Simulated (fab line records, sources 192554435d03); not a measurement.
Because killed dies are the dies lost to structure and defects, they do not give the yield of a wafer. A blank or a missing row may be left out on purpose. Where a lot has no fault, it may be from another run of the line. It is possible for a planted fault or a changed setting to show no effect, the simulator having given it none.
Matching of chambers / flow n5 finfet / rie diel-05 running N5_BEOL_M8_STRIP_19: 4 sister chambers
The step strips in O2. 4 wafers are shown with their chamber, then 7 later ones without.

== WAFERS WITH THEIR CHAMBER ==
wafer=L075.5; chamber=1; drypump motor current A (A)=5.2
wafer=L078.2; chamber=0; drypump motor current A (A)=5.7
wafer=L085.2; chamber=2; drypump motor current A (A)=5.5
wafer=L085.3; chamber=3; drypump motor current A (A)=6.5

== WAFERS WITHOUT THEIR CHAMBER ==
wafer=L085.5; drypump motor current A (A)=6.5
wafer=L093.1; drypump motor current A (A)=5.5
wafer=L093.4; drypump motor current A (A)=5.8
wafer=L093.5; drypump motor current A (A)=5.5
wafer=L097.1; drypump motor current A (A)=5.7
wafer=L097.3; drypump motor current A (A)=5.2
wafer=L097.5; drypump motor current A (A)=5.2

== WHICH CHAMBER EACH WENT THROUGH ==
wafer=L085.5; from the rows above=3; in truth=3
wafer=L093.1; from the rows above=2; in truth=2
wafer=L093.4; from the rows above=0; in truth=0
wafer=L093.5; from the rows above=2; in truth=2
wafer=L097.1; from the rows above=0; in truth=0
wafer=L097.3; from the rows above=1; in truth=1
wafer=L097.5; from the rows above=1; in truth=1
7 of 7 placed correctly. Can't be placed from these rows: 0. 0 placed wrongly.
How it was worked out, from the rows above alone: a wafer's distance from a chamber is the root of the sum, over the readings, of the square of ((its reading less the chamber's mean) divided by the reading's scatter). The wafer belongs to the nearest chamber; if the next one is less than 2 further off, it can't be placed. The mean given for a chamber averages the wafers shown for that chamber. The scatter (one wafer shown for each chamber): square how far every hidden wafer sits from the nearest shown wafer, average those squares and take the square root.
